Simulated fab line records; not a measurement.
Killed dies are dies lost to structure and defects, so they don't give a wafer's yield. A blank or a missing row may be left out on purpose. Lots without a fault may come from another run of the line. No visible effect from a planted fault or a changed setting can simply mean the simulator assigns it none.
Which tool did it? || flow nandHarc || Sampling: 24 lots, 72 wafers, 2 of 1159 route steps

== WHAT THE GAUGES SHOWED, per wafer ==
NHARC_P_M1_INSPECT_27. Usual: 332 for rawDefectCount, sd 150.
{"lot": "L074", "measured": "day 6 10:35", "on": "defectInspect-01", "rawDefectCount": "374 403 396", "flag": ""}
{"lot": "L075", "measured": "day 6 10:58", "on": "defectInspect-01", "rawDefectCount": "169 402 320", "flag": ""}
{"lot": "L077", "measured": "day 6 21:16", "on": "defectInspect-02", "rawDefectCount": "230 637 586", "flag": ""}
{"lot": "L076", "measured": "day 6 21:35", "on": "defectInspect-01", "rawDefectCount": "492 274 508", "flag": ""}
{"lot": "L078", "measured": "day 7 09:08", "on": "defectInspect-02", "rawDefectCount": "206 226 241", "flag": ""}
{"lot": "L081", "measured": "day 7 20:19", "on": "defectInspect-02", "rawDefectCount": "344 336 414", "flag": ""}
{"lot": "L080", "measured": "day 7 21:31", "on": "defectInspect-01", "rawDefectCount": "197 147 192", "flag": ""}
{"lot": "L079", "measured": "day 8 02:01", "on": "defectInspect-02", "rawDefectCount": "140 286 450", "flag": ""}
{"lot": "L082", "measured": "day 8 03:18", "on": "defectInspect-02", "rawDefectCount": "294 321 312", "flag": ""}
{"lot": "L083", "measured": "day 8 06:29", "on": "defectInspect-02", "rawDefectCount": "565 670 418", "flag": ""}
{"lot": "L084", "measured": "day 8 07:13", "on": "defectInspect-01", "rawDefectCount": "580 723 505", "flag": ""}
{"lot": "L088", "measured": "day 9 04:52", "on": "defectInspect-01", "rawDefectCount": "377 328 321", "flag": ""}
{"lot": "L086", "measured": "day 9 06:21", "on": "defectInspect-01", "rawDefectCount": "199 314 249", "flag": ""}
{"lot": "L085", "measured": "day 9 10:20", "on": "defectInspect-02", "rawDefectCount": "801 386 469", "flag": ""}
{"lot": "L087", "measured": "day 9 12:43", "on": "defectInspect-01", "rawDefectCount": "376 232 272", "flag": ""}
{"lot": "L089", "measured": "day 9 22:23", "on": "defectInspect-01", "rawDefectCount": "262 232 190", "flag": ""}
{"lot": "L090", "measured": "day 10 05:08", "on": "defectInspect-02", "rawDefectCount": "279 257 207", "flag": ""}
{"lot": "L091", "measured": "day 10 07:43", "on": "defectInspect-01", "rawDefectCount": "318 222 178", "flag": ""}
{"lot": "L092", "measured": "day 10 16:22", "on": "defectInspect-01", "rawDefectCount": "397 282 563", "flag": ""}
{"lot": "L093", "measured": "day 10 17:18", "on": "defectInspect-01", "rawDefectCount": "427 332 501", "flag": ""}
{"lot": "L095", "measured": "day 11 02:43", "on": "defectInspect-02", "rawDefectCount": "219 291 156", "flag": ""}
{"lot": "L094", "measured": "day 11 04:49", "on": "defectInspect-02", "rawDefectCount": "195 331 267", "flag": ""}
{"lot": "L096", "measured": "day 11 17:44", "on": "defectInspect-02", "rawDefectCount": "148 211 275", "flag": ""}
{"lot": "L097", "measured": "day 12 00:40", "on": "defectInspect-02", "rawDefectCount": "340 388 531", "flag": ""}

NHARC_P_M2_INSPECT_11. Usual: 4.2 for rawDefectCount, sd 2.6.
{"lot": "L074", "measured": "day 6 11:59", "on": "defectInspect-01", "rawDefectCount": "7 4 3", "flag": ""}
{"lot": "L075", "measured": "day 6 12:29", "on": "defectInspect-01", "rawDefectCount": "6 1 5", "flag": ""}
{"lot": "L077", "measured": "day 6 22:41", "on": "defectInspect-01", "rawDefectCount": "5 3 1", "flag": ""}
{"lot": "L076", "measured": "day 6 22:58", "on": "defectInspect-01", "rawDefectCount": "5 5 0", "flag": ""}
{"lot": "L078", "measured": "day 7 10:37", "on": "defectInspect-02", "rawDefectCount": "5 8 3", "flag": ""}
{"lot": "L081", "measured": "day 7 21:52", "on": "defectInspect-02", "rawDefectCount": "2 4 1", "flag": ""}
{"lot": "L080", "measured": "day 7 22:55", "on": "defectInspect-01", "rawDefectCount": "2 0 5", "flag": ""}
{"lot": "L079", "measured": "day 8 03:33", "on": "defectInspect-02", "rawDefectCount": "4 5 3", "flag": ""}
{"lot": "L082", "measured": "day 8 04:49", "on": "defectInspect-02", "rawDefectCount": "3 9 2", "flag": ""}
{"lot": "L083", "measured": "day 8 07:58", "on": "defectInspect-02", "rawDefectCount": "4 3 5", "flag": ""}
{"lot": "L084", "measured": "day 8 08:45", "on": "defectInspect-01", "rawDefectCount": "5 6 4", "flag": ""}
{"lot": "L088", "measured": "day 9 06:24", "on": "defectInspect-02", "rawDefectCount": "0 1 3", "flag": ""}
{"lot": "L086", "measured": "day 9 07:54", "on": "defectInspect-02", "rawDefectCount": "7 6 2", "flag": ""}
{"lot": "L085", "measured": "day 9 12:21", "on": "defectInspect-01", "rawDefectCount": "2 2 1", "flag": ""}
{"lot": "L087", "measured": "day 9 14:13", "on": "defectInspect-01", "rawDefectCount": "3 1 5", "flag": ""}
{"lot": "L089", "measured": "day 9 23:55", "on": "defectInspect-01", "rawDefectCount": "7 4 3", "flag": ""}
{"lot": "L090", "measured": "day 10 06:40", "on": "defectInspect-02", "rawDefectCount": "4 1 4", "flag": ""}
{"lot": "L091", "measured": "day 10 09:17", "on": "defectInspect-01", "rawDefectCount": "3 3 6", "flag": ""}
{"lot": "L092", "measured": "day 10 17:51", "on": "defectInspect-01", "rawDefectCount": "3 6 4", "flag": ""}
{"lot": "L093", "measured": "day 10 18:49", "on": "defectInspect-02", "rawDefectCount": "3 1 6", "flag": ""}
{"lot": "L095", "measured": "day 11 04:34", "on": "defectInspect-02", "rawDefectCount": "7 4 7", "flag": ""}
{"lot": "L094", "measured": "day 11 06:12", "on": "defectInspect-01", "rawDefectCount": "9 9 6", "flag": ""}
{"lot": "L096", "measured": "day 11 19:14", "on": "defectInspect-01", "rawDefectCount": "7 10 15", "flag": ""}
{"lot": "L097", "measured": "day 12 02:05", "on": "defectInspect-01", "rawDefectCount": "2 1 6", "flag": ""}

== EACH LOT AND THE TOOL THAT RAN IT (in order: tool; ch and the chambers of the sampled wafers; start) ==
Record: no process step prior to these readings.

== WHAT THE TOOLS THEMSELVES READ (means of the sampled wafers that have a number; where no wafer has one, the mark that the record gives instead) ==
The record holds no such reading with a usual standard deviation.

== THE ANSWER, worked out from the rows above alone ==
Rule: lot off if the mean of its wafers having a number is beyond 3 standard deviations from the usual mean. A lot without any number at a reading at which 4 lots or more have one is off too. Any other lot the step has rows for is counted as sound. First the gauges in route order, then the tools' own readings, where a lot's mean is used as printed above. The first step at which some lot is off is used, and at that step the reading that is off furthest; a lot without a number counts as furthest.
No lot is off on any of the readings shown, so nothing can be concluded from this.

== WHAT THE SIMULATOR PUT IN ==
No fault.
